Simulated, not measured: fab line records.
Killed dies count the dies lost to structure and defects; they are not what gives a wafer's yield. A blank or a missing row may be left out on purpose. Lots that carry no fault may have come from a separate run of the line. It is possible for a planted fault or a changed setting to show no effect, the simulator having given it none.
Matching of chambers -- flow nand-harc -- 4 sister chambers for NHARC_A_BLC_DESCUM_15 on rie-diel-01
The step chemistry O2, time 3 s. 16 wafers are shown with their chamber, then 8 later ones without.

WAFERS WITH THEIR CHAMBER
wafer,chamber,drypump-motor-current-A (A),oes-product-au (a.u.),rf-vpp-V (V)
L075.1,0,5.3,1.007,57.2
L075.2,1,6.6,1.005,57.4
L075.6,2,5.0,0.986,57.2
L078.1,2,5.0,1.001,58.3
L078.2,0,5.2,1.024,57.4
L078.5,2,5.0,0.996,56.7
L076.1,2,5.0,1.002,58.1
L076.4,0,5.3,1.025,57.4
L076.5,0,5.3,1.032,57.1
L080.1,2,5.0,0.997,58.2
L080.4,3,5.9,1.000,58.0
L080.6,1,6.6,1.004,57.3
L083.2,2,5.0,0.997,57.7
L083.5,2,5.1,0.994,58.0
L083.6,3,5.9,1.013,58.8
L084.1,2,5.1,1.003,57.2

SIGNATURES (averages over the wafers above)
reading,chamber 0,chamber 1,chamber 2,chamber 3,scatter within a chamber
drypump-motor-current-A,5.275,6.600,5.025,5.900,0.0433
oes-product-au,1.02200,1.00450,0.99700,1.00650,0.00725
rf-vpp-V,57.275,57.350,57.675,58.400,0.478
Rule: for each reading, subtract the chamber's mean from the wafer's reading, divide by that reading's scatter and square the result; add these up over the readings and take the root, which gives the wafer's distance from the chamber. If the next closest chamber is less than 2 further off than the closest, the wafer can't be placed; otherwise it belongs to the closest. The scatter: take each reading less its chamber's mean, square it, sum over the shown wafers, divide by the number of wafers less the number of chambers, and take the root.

WAFERS MISSING THEIR CHAMBER
wafer,drypump-motor-current-A (A),oes-product-au (a.u.),rf-vpp-V (V)
L084.4,6.7,1.008,57.0
L084.5,5.1,1.004,57.6
L086.1,5.1,0.997,57.1
L086.2,6.6,1.008,59.0
L086.4,5.3,1.015,57.6
L096.1,6.6,1.004,56.5
L096.4,5.9,1.012,57.2
L096.6,5.0,1.005,57.2

WHICH CHAMBER EACH WENT THROUGH
wafer,from the rows above,in truth
L084.4,1,1
L084.5,2,2
L086.1,2,2
L086.2,1,1
L086.4,0,0
L096.1,1,1
L096.4,3,3
L096.6,2,2
8 of 8 placed correctly. Can't be placed from these rows: 0. Wrongly placed: 0.
